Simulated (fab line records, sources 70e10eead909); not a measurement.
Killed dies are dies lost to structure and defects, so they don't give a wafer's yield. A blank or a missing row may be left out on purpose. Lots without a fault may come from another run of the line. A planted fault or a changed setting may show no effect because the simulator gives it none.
Chamber matching | flow nand_harc | NHARC_A_STAIRCASE_TRIM_187 on rie_diel-05: 4 sister chambers
The step chemistry O2, time 211.2 s. 8 wafers are shown with their chamber, then 9 later ones without.

WAFERS WITH THEIR CHAMBER
wafer  | chamber | showerhead_plenum_p_Torr (Torr) | drypump_motor_current_A (A)
L086.3 | 1       | 3.36                            | 5.3
L086.4 | 2       | 3.67                            | 6.7
L093.2 | 3       | 3.39                            | 5.8
L093.4 | 0       | 3.44                            | 5.9
L093.6 | 3       | 3.39                            | 5.7
L093.1 | 2       | 3.66                            | 6.7
L093.3 | 1       | 3.36                            | 5.3
L093.5 | 0       | 3.44                            | 5.9

WAFERS WITHOUT THEIR CHAMBER
wafer  | showerhead_plenum_p_Torr (Torr) | drypump_motor_current_A (A)
L094.2 | 3.39                            | 5.7
L094.3 | 3.35                            | 5.3
L094.4 | 3.35                            | 5.3
L097.1 | 3.35                            | 5.3
L097.3 | 3.38                            | 5.7
L097.4 | 3.43                            | 5.8
L097.2 | 3.65                            | 6.7
L097.5 | 3.35                            | 5.3
L097.6 | 3.43                            | 5.9

WHICH CHAMBER EACH WENT THROUGH
wafer  | from the rows above | in truth
L094.2 | 3                   | 3
L094.3 | 1                   | 1
L094.4 | 1                   | 1
L097.1 | 1                   | 1
L097.3 | 3                   | 3
L097.4 | 0                   | 0
L097.2 | 2                   | 2
L097.5 | 1                   | 1
L097.6 | 0                   | 0
Placed correctly: 9 of 9. Can't be placed from these rows: 0. Placed wrongly: 0.
How it was worked out, from the rows above alone: a wafer's distance from a chamber is the root of the sum, over the readings, of the square of ((its reading less the chamber's mean) divided by the reading's scatter). The wafer belongs to the nearest chamber; if the next one is less than 2 further off, it can't be placed. A chamber's mean is the mean of its shown wafers. The scatter: the root of (the sum of the squares of (reading less its chamber's mean) over the shown wafers, divided by (wafers less chambers)).
